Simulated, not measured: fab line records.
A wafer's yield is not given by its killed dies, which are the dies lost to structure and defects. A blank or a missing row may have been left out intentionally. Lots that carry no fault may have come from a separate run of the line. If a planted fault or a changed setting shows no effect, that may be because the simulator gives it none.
Struck lot and sound lot, side by side / flow n5-finfet / 37 out of 1938 route steps
Sound: wafers L617.1, L617.2, L617.4. Struck: wafer L632.5 (left out: L632.6, a lot-mate that was not struck); the cause follows at the end.
Order at every step that has rows: each side's tool, ch and its chambers, its first start. Under that, the readings that differ: sound wafers / struck wafers / difference of the means / sigmas: that difference in standard deviations of wafers without a fault.
alike: readings whose means differ by less than 2 such deviations, and words and numbers that are the same on both sides. not compared: withheld readings, readings that some wafer has no value for, bounds like >300 that may hide the same value, and numbers for which the record gives no deviation and whose values overlap.
A row with sigmas, a row that says differs or no value, or rows on one side alone: a step with any of these is where the two part. When numbers do not overlap yet have no deviation, they are printed without sigmas and do not part them. A reading that every wafer of one side lacks parts them only if that side has two wafers or more.

first, 9 steps without rows for these wafers: N5_BEOL_M4_ANNEAL_95 (time 240 s); N5_BEOL_M4_SPUTTER_96 (material Cu, target thk 4.5 nm, time 8.29 s); N5_BEOL_M4_ECD_50 (material Cu, target thk 300 nm); N5_BEOL_M4_ANNEAL_51 (time 90 s); N5_BEOL_M4_CMP_52 (polishes, stops on SiOC, t overpolish 6.8 s, target thk 40 nm); N5_BEOL_M4_PRE_CLEAN_60 (time 15 s); N5_BEOL_M4_CO_CAP_55 (material Co, precursor CCTBA/H2, target thk 2 nm, time 102.1 s); N5_BEOL_M4_PRE_CLEAN_56 (time 15 s); N5_BEOL_M4_DEP_57 (deposits SiCN from 3MS/NH3, target thk 8 nm, time 14 s).
N5_BEOL_M4_RC_MEAS_101:
  sound on prober-02 ch 0, day 8 09:25; struck on prober-01 ch 0, day 12 11:01
  alike: DIBL_N, DIBL_P, IOFF_N, IOFF_P, ION_N, ION_P, SS_N, SS_P, VT_N, VT_P
then, 3 steps without rows for these wafers: N5_BEOL_M5_ILD_DEP_00 (deposits SiCOH lowk from DEMS/porogen, target thk 140.64 nm, time 25.9 s); N5_BEOL_M5_CURE_79 (cures SiCOH lowk, time 240 s); N5_BEOL_M5_PECVD_70 (deposits SiO2 from TEOS/O2, target thk 16 nm, time 18 s).
N5_BEOL_M5_HM_DEP_02: deposits TiN, target thk 20 nm.
  struck on pvd-sputter-02, day 12 12:22; sound on pvd-sputter-02, day 8 11:45
reading=model.TiN_of_BEOL_M5_HM_DEP_02.thk-nm (nm); sound=19.8 19.8 20; struck=27.6; difference=+7.7; sigmas=
  alike: throttle-valve-pct
then, 16 steps without rows for these wafers: N5_BEOL_M5_COAT_59 (time 60 s, resist thk 60 nm); N5_BEOL_M5_COAT_60 (time 60 s, resist thk 12 nm); N5_BEOL_M5_COAT_71 (time 60 s, resist thk 5 nm); N5_BEOL_M5_COAT_05 (resist thk 30 nm); N5_BEOL_M5_EBR_07; N5_BEOL_M5_SOFTBAKE_06 (time 60 s); N5_BEOL_M5_EXPOSE_08 (exposes mask M5, target cd 28 nm); N5_BEOL_M5_PEB_09 (peb time 60 s); N5_BEOL_M5_DEVELOP_10 (develop time 30 s); N5_BEOL_M5_DESCUM_16 (chemistry O2, time 7 s); N5_BEOL_M5_ETCH_72 (etches underlayer in N2/H2, target depth 6.5 nm, time 5.2 s); N5_BEOL_M5_ETCH_61 (etches SiARC in CF4, target depth 15.6 nm, time 26 s); N5_BEOL_M5_ETCH_62 (etches SOC in N2/H2, target depth 75 nm, overetch 15 nm, time 112.5 s); N5_BEOL_M5_STRIP_63 (strips in N2/H2); N5_BEOL_M5_STRIP_73 (strips in N2/H2); N5_BEOL_M5_STRIP_64 (strips in CF4).
N5_BEOL_M5_HM_OPEN_17: chemistry Cl2/BCl3, target TiN, target depth 20 nm, overetch 6 nm.
  sound on rie-metal-01 ch 0,1, day 8 12:47; struck on rie-metal-03 ch 0, day 12 13:19
reading=throttle-valve-pct (%); sound=22.45 22.42 22.45; struck=22.14; difference=-0.30; sigmas=-3
reading=model.etch.depth-nm (nm); sound=19.75 19.88 20; struck=26.45; difference=+6.57; sigmas=
  alike: drypump-motor-current-A, oes-product-au, rf-fwd-power-W
  not compared: rf-hours-counter-h
then, 3 steps without rows for these wafers: N5_BEOL_M5_STRIP_19 (strips in O2); N5_BEOL_M5_COAT_65 (time 60 s, resist thk 60 nm); N5_BEOL_M5_COAT_66 (time 60 s, resist thk 12 nm).
N5_BEOL_M5_TRENCH_ETCH_37: etches SiCOH lowk in C4F6/O2, target depth 71.652 nm, time 24.7 s.
  sound: rie-diel-06 ch 1,2,3; struck: rie-diel-05 ch 1
reading=model.TiN_of_BEOL_M5_HM_DEP_02.thk-nm (nm); sound=17.6 17.8 18; struck=25.4; difference=+7.6; sigmas=
  alike: drypump-motor-current-A, oes_f_703_au, oes-product-au, rf-fwd-power-W, rf-vpp-V, showerhead-plenum-p-Torr, throttle-valve-pct
  not compared: rf-hours-counter-h, model.BEOL_M5.cd-nm
N5_BEOL_M5_OCD_MEAS_38:
  struck on ocd-02, day 12 14:46; sound on ocd-01, day 8 14:37
reading=trench-depth-nm (nm); sound=72.2 69.8 71.0; struck=66.5; difference=-4.5; sigmas=-3
-- record jumps: 4 days separate the struck wafers' starts on either side; left off in module BEOL_M5, taken up again in module PASSIVATION, whose first shown step is the route's number 1936 --
N5_PASSIVATION_PROBE_49:
  struck on prober-01, day 16 10:27; sound on prober-02, day 13 01:47
reading=defect-limited-yield (%); sound=91.4 89.8 91.9; struck=82.5; difference=-8.5; sigmas=-6
reading=killed_at_M4_up; sound=12 13 15; struck=108; difference=+95; sigmas=+17
reading=killed-at-other; sound=2 1 2; struck=7; difference=+5; sigmas=+3
reading=killed-dies; sound=101 120 96; struck=207; difference=+101; sigmas=+6
reading=killed-on-rim; sound=15 16 12; struck=41; difference=+27; sigmas=+6
reading=sort_bin_5_function (%); sound=5.2 6.1 4.8; struck=13.1; difference=+7.7; sigmas=+8
reading=sort_bin_8_speed (%); sound=0 0 3.5; struck=0; difference=-1; sigmas=-4
reading=sort-n-pass; sound=1079 1060 1043; struck=973; difference=-88; sigmas=-5
reading=sort-yield-pct (%); sound=91.4 89.8 88.4; struck=82.5; difference=-7.4; sigmas=-5
  alike: killed_at_M0_to_M3, killed-at-contacts, killed-at-front-end, killed-open, killed-short, sort_bin_6_memory

== WHERE THEY PART ==
Last at N5_PASSIVATION_PROBE_49 as far as this record goes, first at N5_BEOL_M5_HM_OPEN_17.

WHY: the cause the simulator had injected
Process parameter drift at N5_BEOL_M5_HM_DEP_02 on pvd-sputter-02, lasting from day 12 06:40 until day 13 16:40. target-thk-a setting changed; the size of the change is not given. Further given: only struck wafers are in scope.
